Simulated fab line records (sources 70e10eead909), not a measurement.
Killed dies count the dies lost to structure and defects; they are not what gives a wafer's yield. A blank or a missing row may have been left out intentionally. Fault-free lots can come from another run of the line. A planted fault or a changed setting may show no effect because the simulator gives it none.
Chamber matching    flow nand-harc    NHARC_A_STAIRCASE_TRIM_220 on rie-diel-03 has 4 sister chambers
The step chemistry O2, time 211.2 s. 8 wafers are shown with their chamber, then 9 later ones without.

## WAFERS PAIRED WITH THEIR CHAMBERS
wafer   chamber  showerhead-plenum-p-Torr (Torr)  drypump-motor-current-A (A)
L089.3  1        3.43                             5.7
L089.6  1        3.43                             5.6
L086.5  3        3.48                             5.6
L088.3  3        3.48                             5.6
L088.5  0        3.59                             5.7
L090.1  0        3.59                             5.7
L090.2  2        3.60                             5.5
L090.6  2        3.61                             5.5

## WAFERS WITH NO CHAMBER GIVEN
wafer   showerhead-plenum-p-Torr (Torr)  drypump-motor-current-A (A)
L091.2  3.42                             5.6
L091.3  3.59                             5.7
L091.4  3.61                             5.5
L092.4  3.42                             5.7
L092.5  3.48                             5.6
L092.6  3.60                             5.5
L095.2  3.60                             5.5
L095.4  3.58                             5.7
L095.6  3.60                             5.5

## CHAMBER TAKEN BY EACH
wafer   from the rows above  in truth
L091.2  1                    1
L091.3  0                    0
L091.4  2                    2
L092.4  1                    1
L092.5  3                    3
L092.6  2                    2
L095.2  2                    2
L095.4  0                    0
L095.6  2                    2
Correct placement for 9 of the 9. Left unplaced by these rows: 0. Wrongly placed: 0.
How it was worked out, from the rows above alone: a wafer's distance from a chamber is the root of the sum, over the readings, of the square of ((its reading less the chamber's mean) divided by the reading's scatter). The wafer belongs to the nearest chamber; if the next one is less than 2 further off, it can't be placed. The mean given for a chamber averages the wafers shown for that chamber. The scatter: take each reading less its chamber's mean, square it, sum over the shown wafers, divide by the number of wafers less the number of chambers, and take the root.
